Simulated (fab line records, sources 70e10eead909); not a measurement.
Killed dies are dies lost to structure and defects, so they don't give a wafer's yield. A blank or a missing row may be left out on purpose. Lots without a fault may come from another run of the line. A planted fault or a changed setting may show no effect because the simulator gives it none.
Chamber matching | flow nand_harc | NHARC_P_M1_PRE_CLEAN_32 on pecvd-03: 3 sister chambers
The step time 12 s. 3 wafers are shown with their chamber, then 12 later ones without.

WAFERS WITH THEIR CHAMBER
wafer  | chamber | heater_power_w (W)
L086.3 | 1       | 637
L089.2 | 2       | 663
L089.5 | 0       | 595

WAFERS WITHOUT THEIR CHAMBER
wafer  | heater_power_w (W)
L088.2 | 620
L088.4 | 650
L088.5 | 637
L088.1 | 651
L088.3 | 738
L088.6 | 742
L090.1 | 584
L090.3 | 611
L090.5 | 729
L095.3 | 675
L095.5 | 673
L095.6 | 717

WHICH CHAMBER EACH WENT THROUGH
wafer  | from the rows above          | in truth
L088.2 | can't be placed: 1 or 0 or 2 | 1
L088.4 | can't be placed: 1 or 2 or 0 | 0
L088.5 | can't be placed: 1 or 2 or 0 | 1
L088.1 | can't be placed: 2 or 1 or 0 | 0
L088.3 | can't be placed: 2 or 1 or 0 | 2
L088.6 | can't be placed: 2 or 1 or 0 | 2
L090.1 | can't be placed: 0 or 1 or 2 | 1
L090.3 | can't be placed: 0 or 1 or 2 | 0
L090.5 | can't be placed: 2 or 1 or 0 | 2
L095.3 | can't be placed: 2 or 1 or 0 | 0
L095.5 | can't be placed: 2 or 1 or 0 | 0
L095.6 | can't be placed: 2 or 1 or 0 | 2
Placed correctly: 0 of 12. Can't be placed from these rows: 12 (the true chamber is among the candidates in 12). Placed wrongly: 0.
How it was worked out, from the rows above alone: a wafer's distance from a chamber is the root of the sum, over the readings, of the square of ((its reading less the chamber's mean) divided by the reading's scatter). The wafer belongs to the nearest chamber; if the next one is less than 2 further off, it can't be placed. A chamber's mean is the mean of its shown wafers. The scatter: with one shown wafer a chamber, the root of the mean of the squares of how far each hidden wafer lies from its nearest shown one.
